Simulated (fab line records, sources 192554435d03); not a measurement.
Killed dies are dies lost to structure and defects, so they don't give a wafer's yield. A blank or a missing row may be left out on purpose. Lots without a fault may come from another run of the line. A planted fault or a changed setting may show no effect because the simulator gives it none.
fab line records | flow n5_finfet | part 1 of 2: steps 1 to 4 of 6
record lots=23 wafers=69 last_day=20
route steps=1938 shown BEOL_M7@1321 BEOL_M8@1336
lots that met no fault: from a run of the same line without faults
start_h: hours from the record's first day to the start of the lot's first wafer shown | wait_h: hours since the lot's step before | " the same as in the row above | L1.1+2: a row that stands for several wafers | - no value, or no start given | * or withheld: withheld | < > ~ a bound
route shown NAME@n: a module of which the file shows steps, and the number in the route of the first | usual: mean/standard deviation of fault-free wafers | same: alike in all rows | chamber/n: place in a boat | sites: the reading at each site | _std_site: their standard deviation | _edge_site: outer sites' mean less inner sites' | radius_mm: how far each site lies from the wafer's centre | mask NAME#n: copy n | behind: the tool/chamber that last shaped the wafer | hold: why the lot was held/for how many hours/how that ended | device: the transistor (n, p or np) that didn't switch | end of line: the same wafers' tests at the end of the route | a step without rows: its recipe alone | killed: dies lost to structure and defects at the first sort, not the wafer's yield | map: a wafer's dies, x killed, . not, _ none there
set.NAME: the setting as run; set.NAME@STEP: as run at that earlier step | model.NAME: the simulator's own value behind a step, which no gauge read
steps of the route over a sample of lots; a table a step, a row a wafer
services: from which hour (start_h, from the record's first day; less than 0 if before it) a tool's chamber was out of use, for how many hours, and why
## steps
# step N5_BEOL_M7_SURFACE_TREAT_79
# recipe gas=Ar time_s=* ion_energy_ev=* ion_current_ma_cm2=0.5 pressure_mtorr=* ar_flow_sccm=30
# usual throttle_valve_pct=*
# columns lot.wafer tool chamber start_h wait_h throttle_valve_pct
L075.2 pvd_sputter-01 - 214.47 0.3 *
L075.4 " - " " *
L075.6 " - " " *
L074.4 pvd_sputter-01 - 215.57 0.2 *
L074.5 " - " " *
L074.6 " - " " *
L076.1 pvd_sputter-01 - 223.05 0.2 *
L076.2 " - " " *
L076.5 " - " " *
L079.1 pvd_sputter-01 - 231.25 0.4 *
L079.2 " - " " *
L079.6 " - " " *
L077.1 pvd_sputter-01 - 240.71 0.2 *
L077.3 " - " " *
L077.5 " - " " *
L078.2 pvd_sputter-03 - 244.05 0.2 *
L078.4 " - " " *
L078.5 " - " " *
L081.3 pvd_sputter-03 - 254.65 0.2 *
L081.4 " - " " *
L081.5 " - " " *
L080.1 pvd_sputter-03 - 263.28 0.3 *
L080.3 " - " " *
L080.6 " - " " *
L082.2 pvd_sputter-02 - 264.65 0.3 *
L082.3 " - " " *
L082.5 " - " " *
L083.1 pvd_sputter-02 - 266.63 0.2 *
L083.5 " - " " *
L083.6 " - " " *
L084.1 pvd_sputter-02 - 270.85 0.2 *
L084.3 " - " " *
L084.6 " - " " *
L085.1 pvd_sputter-01 - 272.21 0.2 *
L085.2 " - " " *
L085.6 " - " " *
L086.3 pvd_sputter-01 - 294.50 0.8 *
L086.4 " - " " *
L086.5 " - " " *
L087.3 pvd_sputter-03 - 301.36 0.3 *
L087.5 " - " " *
L087.6 " - " " *
L089.1 pvd_sputter-03 - 302.88 0.2 *
L089.3 " - " " *
L089.4 " - " " *
L090.2 pvd_sputter-01 - 303.34 0.2 *
L090.3 " - " " *
L090.4 " - " " *
L088.1 pvd_sputter-01 - 305.54 0.2 *
L088.2 " - " " *
L088.5 " - " " *
L092.2 pvd_sputter-03 - 313.58 0.2 *
L092.5 " - " " *
L092.6 " - " " *
L091.3 pvd_sputter-01 - 314.05 0.2 *
L091.5 " - " " *
L091.6 " - " " *
L093.1 pvd_sputter-02 - 329.61 1.1 *
L093.4 " - " " *
L093.5 " - " " *
L094.1 pvd_sputter-01 - 332.07 0.4 *
L094.5 " - " " *
L094.6 " - " " *
L096.1 pvd_sputter-01 - 359.05 0.2 *
L096.3 " - " " *
L096.5 " - " " *
L097.1 pvd_sputter-02 - 388.24 1.1 *
L097.2 " - " " *
L097.3 " - " " *
# step N5_BEOL_M8_HM_DEP_02
# recipe material=TiN target_thk_a=200 temp_c=25 chamber_pressure_pa=0.49996
# usual susceptor_temp_C=25.03/0.11 throttle_valve_pct=30.1/1
# columns lot.wafer tool chamber start_h wait_h susceptor_temp_C throttle_valve_pct
L075.2 pvd_sputter-01 - 218.55 1.3 25.00 31.2
L075.4 " - " " 25.14 29.4
L075.6 " - " " 24.97 29.5
L074.4 pvd_sputter-03 - 218.89 0.3 24.88 30.3
L074.5 " - " " 24.88 30.2
L074.6 " - " " 25.07 29.4
L076.1 pvd_sputter-03 - 225.04 0.1 25.21 30.3
L076.2 " - " " 24.93 29.4
L076.5 " - " " 25.11 30.8
L079.1 pvd_sputter-02 - 233.82 0.1 25.13 29.6
L079.2 " - " " 25.15 28.2
L079.6 " - " " 25.12 30.0
L077.1 pvd_sputter-03 - 247.35 3.3 24.93 31.2
L077.3 " - " " 25.15 29.5
L077.5 " - " " 25.35 29.2
L078.2 pvd_sputter-02 - 247.65 1.3 24.99 29.8
L078.4 " - " " 24.88 28.5
L078.5 " - " " 25.09 29.8
L081.3 pvd_sputter-01 - 258.34 1.4 24.98 31.6
L081.4 " - " " 24.92 31.6
L081.5 " - " " 24.97 31.0
L080.1 pvd_sputter-02 - 267.61 0.7 25.23 28.2
L080.3 " - " " 25.04 29.5
L080.6 " - " " 25.07 29.8
L082.2 pvd_sputter-02 - 269.73 1.8 25.26 29.4
L082.3 " - " " 24.84 29.9
L082.5 " - " " 25.08 29.5
L083.1 pvd_sputter-02 - 269.99 1.5 25.08 30.0
L083.5 " - " " 25.23 29.6
L083.6 " - " " 24.99 29.5
L084.1 pvd_sputter-02 - 273.21 0.2 24.98 30.0
L084.3 " - " " 25.16 29.4
L084.6 " - " " 25.10 29.3
L085.1 pvd_sputter-02 - 276.05 2.0 25.18 29.7
L085.2 " - " " 25.17 29.8
L085.6 " - " " 25.06 29.7
L086.3 pvd_sputter-02 - 297.10 0.3 25.18 29.5
L086.4 " - " " 25.21 27.9
L086.5 " - " " 25.21 29.3
L087.3 pvd_sputter-03 - 303.86 0.2 24.92 30.8
L087.5 " - " " 25.11 31.2
L087.6 " - " " 24.95 29.4
L089.1 pvd_sputter-03 - 304.91 0.2 24.89 29.5
L089.3 " - " " 24.94 31.3
L089.4 " - " " 25.21 30.2
L090.2 pvd_sputter-01 - 305.92 0.7 24.94 31.3
L090.3 " - " " 25.08 31.6
L090.4 " - " " 24.97 29.3
L088.1 pvd_sputter-01 - 307.89 0.0 25.03 29.4
L088.2 " - " " 25.09 31.6
L088.5 " - " " 24.88 31.6
L092.2 pvd_sputter-01 - 315.91 0.5 25.04 31.3
L092.5 " - " " 24.93 31.5
L092.6 " - " " 24.88 31.0
L091.3 pvd_sputter-02 - 316.65 0.4 24.99 28.2
L091.5 " - " " 25.02 29.5
L091.6 " - " " 24.90 28.3
L093.1 pvd_sputter-01 - 331.97 0.3 24.83 30.9
L093.4 " - " " 25.05 29.3
L093.5 " - " " 25.19 31.1
L094.1 pvd_sputter-01 - 335.25 0.2 24.99 31.6
L094.5 " - " " 25.06 29.5
L094.6 " - " " 25.03 31.4
L096.1 pvd_sputter-01 - 362.65 1.3 25.06 31.1
L096.3 " - " " 24.95 31.2
L096.5 " - " " 24.84 31.6
L097.1 pvd_sputter-03 - 391.91 1.2 24.90 31.2
L097.2 " - " " 25.16 31.0
L097.3 " - " " 25.12 30.4
# step N5_BEOL_M8_ETCH_61
# recipe chemistry=CF4 target=SiARC target_depth_a=455 mask_material=CAR-ArF time_s=75.8 ion_energy_ev=80 pressure_mtorr=40 source_w=545 bias_w=36 Ar_flow_sccm=100 cf4_flow_sccm=100 ends=cleared
# usual drypump_motor_current_A=5.5/0.52 etch_rf_on_time_s=75.9/1.8 oes_product_au=0.68/0.073 rf_vpp_V=184.4/1.2 showerhead_plenum_p_Torr=2.17/0.074 throttle_valve_pct=15.53/0.17
# columns lot.wafer tool chamber start_h wait_h drypump_motor_current_A etch_rf_on_time_s oes_product_au rf_hours_counter_h rf_vpp_V showerhead_plenum_p_Torr throttle_valve_pct
L075.2 rie_diel-02 1 219.72 0.0 5.7 74.9 0.66 146 183.6 2.07 15.53
L075.4 " 3 " " 5.7 76.5 0.59 248 183.8 2.21 15.61
L075.6 " 0 " " 5.3 73.8 0.63 - 183.4 2.14 15.58
L074.4 rie_diel-02 1 219.98 0.0 5.7 75.0 0.66 146 184.0 2.07 15.52
L074.5 " 0 " " 5.3 74.0 0.63 - 182.8 2.14 15.59
L074.6 " 3 " " 5.7 76.5 0.58 - 184.8 2.21 15.62
L076.1 rie_diel-04 0 226.73 0.0 5.7 75.3 0.77 40 185.8 2.26 15.32
L076.2 " 3 " " 5.8 75.5 0.62 180 184.5 2.14 15.56
L076.5 " 2 " " 5.8 75.6 0.70 - 184.5 2.09 15.48
L079.1 rie_diel-01 2 234.82 0.0 6.4 75.2 0.73 64 185.9 2.26 15.46
L079.2 " 1 " " 5.3 74.6 0.82 3 182.6 2.11 15.40
L079.6 " 3 " " 4.9 75.3 0.70 - 185.0 2.25 15.32
L077.1 rie_diel-01 0 248.13 0.0 4.9 78.7 0.59 216 182.5 2.12 15.71
L077.3 " 2 " " 6.4 76.0 0.72 69 184.2 2.26 15.47
L077.5 " 0 " " 4.9 78.6 0.60 - 183.2 2.12 15.73
L078.2 rie_diel-02 3 248.34 0.0 5.6 74.0 0.84 1 184.0 2.21 15.13
L078.4 " 1 " " 5.7 76.1 0.64 - 182.7 2.06 15.55
L078.5 " 0 " " 5.3 75.1 0.61 - 185.1 2.14 15.64
L081.3 rie_diel-01 2 259.28 0.0 6.4 75.9 0.71 73 185.3 2.26 15.47
L081.4 " 1 " " 5.3 75.5 0.78 11 183.8 2.10 15.42
L081.5 " 0 " " 4.9 79.1 0.59 - 184.4 2.12 15.73
L080.1 rie_diel-01 3 268.23 0.0 4.9 75.7 0.70 84 185.2 2.25 15.36
L080.3 " 0 " " 4.9 79.2 0.59 222 184.1 2.12 15.74
L080.6 " 2 " " 6.4 76.4 0.70 - 186.5 2.26 15.49
L082.2 rie_diel-01 3 270.24 0.0 4.9 75.1 0.69 84 184.7 2.25 15.38
L082.3 " 0 " " 4.9 78.8 0.59 223 183.9 2.12 15.75
L082.5 " 3 " " 4.9 75.9 0.70 - 184.4 2.25 15.36
L083.1 rie_diel-02 1 270.61 0.0 5.7 74.7 0.65 173 182.9 2.06 15.57
L083.5 " 1 " " 5.6 74.6 0.64 - 183.2 2.06 15.57
L083.6 " 0 " " 5.3 74.5 0.60 - 185.1 2.13 15.64
L084.1 rie_diel-01 1 273.70 0.0 5.3 75.1 0.78 15 182.5 2.10 15.43
L084.3 " 0 " " 4.9 79.4 0.59 224 182.2 2.12 15.75
L084.6 " 2 " " 6.4 75.9 0.71 - 184.9 2.26 15.50
L085.1 rie_diel-02 3 276.86 0.0 5.6 71.7 0.80 16 183.6 2.20 15.15
L085.2 " 1 " " 5.6 74.4 0.64 176 182.9 2.06 15.57
L085.6 " 1 " " 5.6 75.5 0.64 - 183.7 2.06 15.58
L086.3 rie_diel-04 3 297.73 0.0 5.8 75.5 0.61 209 183.8 2.13 15.63
L086.4 " 0 " " 5.7 74.9 0.73 68 185.2 2.25 15.40
L086.5 " 2 " " 5.8 75.9 0.68 - 182.9 2.08 15.55
L087.3 rie_diel-01 3 304.49 0.0 4.9 75.9 0.68 94 185.3 2.24 15.38
L087.5 " 2 " " 6.4 76.0 0.70 - 186.8 2.26 15.53
L087.6 " 3 " " 4.9 75.5 0.69 - 186.7 2.24 15.38
L089.1 rie_diel-04 3 305.55 0.0 5.8 76.5 0.60 212 183.5 2.13 15.64
L089.3 " 0 " " 5.7 76.3 0.72 71 186.3 2.25 15.39
L089.4 " 1 " " 6.4 78.3 0.59 256 184.5 2.18 15.89
L090.2 rie_diel-01 2 306.55 0.0 6.4 76.1 0.69 87 184.8 2.26 15.50
L090.3 " 0 " " 4.9 79.2 0.59 233 185.3 2.11 15.77
L090.4 " 3 " " 4.9 76.1 0.69 95 186.2 2.24 15.38
L088.1 rie_diel-02 2 308.52 0.0 5.9 74.0 0.80 14 186.2 2.27 15.53
L088.2 " 3 " " 5.6 72.0 0.78 27 185.5 2.20 15.16
L088.5 " 0 " " 5.3 73.9 0.60 - 182.8 2.13 15.69
L092.2 rie_diel-01 2 316.66 0.0 6.4 75.7 0.69 91 186.0 2.26 15.54
L092.5 " 0 " " 4.9 78.9 0.58 - 183.7 2.11 15.75
L092.6 " 3 " " 4.9 74.1 0.69 - 184.9 2.24 15.40
L091.3 rie_diel-01 2 317.15 0.0 6.4 75.9 0.70 91 185.6 2.26 15.52
L091.5 " 1 " " 5.3 76.4 0.74 - 184.7 2.10 15.46
L091.6 " 2 " " 6.4 76.5 0.70 - 185.3 2.26 15.52
L093.1 rie_diel-01 0 332.59 0.0 4.9 79.1 0.59 243 183.3 2.11 15.77
L093.4 " 1 " " 5.3 75.1 0.75 34 183.6 2.10 15.48
L093.5 " 3 " " 4.9 76.0 0.68 - 186.4 2.24 15.41
L094.1 rie_diel-02 0 335.75 0.0 5.3 74.4 0.60 249 183.5 2.13 15.69
L094.5 " 2 " " 5.9 75.2 0.78 - 184.5 2.27 15.55
L094.6 " 1 " " 5.7 75.7 0.63 - 182.4 2.05 15.61
L096.1 rie_diel-01 1 363.31 0.0 5.3 76.0 0.74 44 183.6 2.09 15.49
L096.3 " 2 " " 6.4 76.2 0.68 108 185.9 2.25 15.56
L096.5 " 0 " " 4.9 79.4 0.57 - 183.1 2.11 15.80
L097.1 rie_diel-04 1 392.73 0.0 6.4 77.3 0.76 23 184.7 2.17 15.41
L097.2 " 3 " " 5.8 76.6 0.58 240 182.7 2.12 15.69
L097.3 " 0 " " 5.7 78.3 0.69 100 185.1 2.24 15.45
# step N5_BEOL_M8_ETCH_65
# recipe chemistry=CF4 target=SiARC target_depth_a=156 mask_material=CAR-EUV time_s=26 ion_energy_ev=80 pressure_mtorr=40 source_w=545 bias_w=36 Ar_flow_sccm=100 cf4_flow_sccm=100 ends=cleared
# usual drypump_motor_current_A=5.6/0.4 etch_rf_on_time_s=25.9/0.55 oes_product_au=0.68/0.071 rf_vpp_V=184.1/1.3 showerhead_plenum_p_Torr=2.16/0.073 throttle_valve_pct=15.53/0.17
# columns lot.wafer tool chamber start_h wait_h drypump_motor_current_A etch_rf_on_time_s oes_product_au rf_hours_counter_h rf_vpp_V showerhead_plenum_p_Torr throttle_valve_pct
L074.4 rie_diel-02 1 222.79 0.0 5.7 25.8 0.66 148 182.8 2.07 15.50
L074.5 " 1 " " 5.7 26.0 0.66 - 183.3 2.07 15.53
L074.6 " 0 " " 5.3 25.6 0.62 - 183.3 2.14 15.60
L075.2 rie_diel-04 2 223.16 0.0 5.8 26.2 0.70 84 184.9 2.09 15.46
L075.4 " 3 " " 5.8 25.5 0.63 - 183.2 2.14 15.57
L075.6 " 0 " " 5.7 26.0 0.77 - 185.6 2.26 15.33
L076.1 rie_diel-04 0 229.48 0.0 5.7 25.7 0.77 42 185.0 2.26 15.33
L076.2 " 2 " " 5.8 26.0 0.69 89 181.4 2.09 15.48
L076.5 " 3 " " 5.8 25.6 0.62 - 183.7 2.14 15.57
L079.1 rie_diel-04 0 235.90 0.0 5.8 26.0 0.76 45 185.0 2.26 15.36
L079.2 " 2 " " 5.8 26.2 0.69 93 182.0 2.09 15.50
L079.6 " 0 " " 5.7 26.1 0.75 - 184.8 2.26 15.34
L077.1 rie_diel-01 2 254.07 0.0 6.4 26.0 0.72 71 186.9 2.26 15.50
L077.3 " 0 " " 4.9 26.9 0.60 218 182.8 2.12 15.74
L077.5 " 0 " " 4.9 27.2 0.60 - 183.5 2.12 15.73
L078.2 rie_diel-04 2 254.31 0.0 5.7 26.1 0.68 101 182.9 2.09 15.50
L078.4 " 1 " " 6.4 26.6 0.60 236 184.4 2.19 15.84
L078.5 " 0 " " 5.7 25.9 0.75 - 184.4 2.25 15.37
L081.3 rie_diel-04 1 261.04 0.0 6.4 26.3 0.60 239 185.6 2.19 15.86
L081.4 " 2 " " 5.8 26.2 0.69 103 181.8 2.09 15.52
L081.5 " 3 " " 5.8 25.7 0.61 - 185.4 2.13 15.62
L080.1 rie_diel-04 2 269.53 0.0 5.7 26.4 0.67 106 182.7 2.08 15.51
L080.3 " 0 " " 5.7 26.2 0.74 59 184.8 2.25 15.37
L080.6 " 3 " " 5.8 25.8 0.61 - 182.8 2.13 15.61
L082.2 rie_diel-02 1 272.04 0.0 5.6 25.6 0.65 173 183.2 2.06 15.57
L082.3 " 0 " " 5.3 25.5 0.60 226 184.2 2.13 15.66
L082.5 " 1 " " 5.7 25.6 0.64 - 182.6 2.06 15.57
L083.1 rie_diel-01 1 272.16 0.0 5.3 25.9 0.78 15 182.6 2.10 15.43
L083.5 " 3 " " 4.9 26.0 0.70 - 184.0 2.25 15.36
L083.6 " 2 " " 6.4 26.0 0.71 - 183.4 2.26 15.51
L084.1 rie_diel-02 1 275.19 0.0 5.7 25.7 0.64 175 182.4 2.06 15.58
L084.3 " 0 " " 5.3 25.2 0.61 227 184.2 2.13 15.67
L084.6 " 0 " " 5.3 25.2 0.61 - 183.6 2.13 15.65
L085.1 rie_diel-01 2 281.37 0.0 6.4 26.1 0.71 80 185.4 2.26 15.49
L085.2 " 3 " " 4.9 25.9 0.69 87 185.4 2.24 15.37
L085.6 " 3 " " 4.9 25.9 0.70 - 184.9 2.25 15.38
L086.3 rie_diel-02 1 299.51 0.0 5.7 26.0 0.63 184 184.5 2.05 15.59
L086.4 " 0 " " 5.3 25.7 0.60 235 183.8 2.13 15.67
L086.5 " 0 " " 5.3 25.8 0.59 - 185.4 2.13 15.68
L087.3 rie_diel-04 3 306.33 0.0 5.8 25.6 0.61 212 184.3 2.13 15.63
L087.5 " 3 " " 5.8 25.9 0.60 - 183.6 2.13 15.62
L087.6 " 0 " " 5.7 25.9 0.73 - 186.0 2.25 15.40
L089.1 rie_diel-01 0 312.17 0.0 4.9 26.8 0.58 235 183.2 2.11 15.76
L089.3 " 2 " " 6.4 25.8 0.70 89 184.4 2.26 15.52
L089.4 " 3 " " 4.9 25.7 0.69 97 185.2 2.24 15.39
L090.2 rie_diel-04 2 312.27 0.0 5.8 26.2 0.67 123 182.9 2.08 15.56
L090.3 " 3 " " 5.8 26.0 0.60 - 183.9 2.13 15.63
L090.4 " 2 " " 5.7 26.4 0.66 - 183.1 2.08 15.56
L088.1 rie_diel-02 2 312.47 0.0 5.9 25.3 0.80 15 185.5 2.27 15.54
L088.2 " 3 " " 5.6 24.7 0.76 28 185.5 2.20 15.18
L088.5 " 3 " " 5.6 24.7 0.78 - 185.2 2.20 15.17
L092.2 rie_diel-01 3 320.38 0.0 4.9 25.6 0.69 100 185.7 2.24 15.40
L092.5 " 1 " " 5.3 25.7 0.76 - 183.4 2.10 15.45
L092.6 " 2 " " 6.4 26.1 0.70 - 185.9 2.26 15.52
L091.3 rie_diel-01 2 321.09 0.0 6.4 26.0 0.70 92 186.0 2.25 15.52
L091.5 " 1 " " 5.3 25.8 0.75 - 183.0 2.10 15.47
L091.6 " 0 " " 4.9 26.7 0.59 - 182.3 2.11 15.78
L093.1 rie_diel-02 1 333.74 0.0 5.7 25.8 0.63 192 182.9 2.05 15.60
L093.4 " 3 " " 5.6 24.7 0.77 35 183.6 2.20 15.18
L093.5 " 1 " " 5.6 25.8 0.63 - 182.7 2.05 15.61
L094.1 rie_diel-02 3 338.92 0.0 5.6 24.7 0.76 37 183.8 2.19 15.18
L094.5 " 3 " " 5.6 25.1 0.76 - 185.4 2.19 15.20
L094.6 " 2 " " 5.9 25.5 0.78 - 184.0 2.27 15.56
L096.1 rie_diel-01 0 365.32 0.0 4.9 27.4 0.57 254 186.0 2.11 15.78
L096.3 " 3 " " 4.9 25.9 0.67 116 184.9 2.24 15.43
L096.5 " 0 " " 4.9 27.4 0.57 - 185.2 2.11 15.80
L097.1 rie_diel-04 0 394.84 0.0 5.7 26.3 0.69 101 187.5 2.24 15.46
L097.2 " 3 " " 5.8 26.3 0.59 241 184.1 2.12 15.71
L097.3 " 1 " " 6.4 26.2 0.77 24 183.5 2.17 15.40
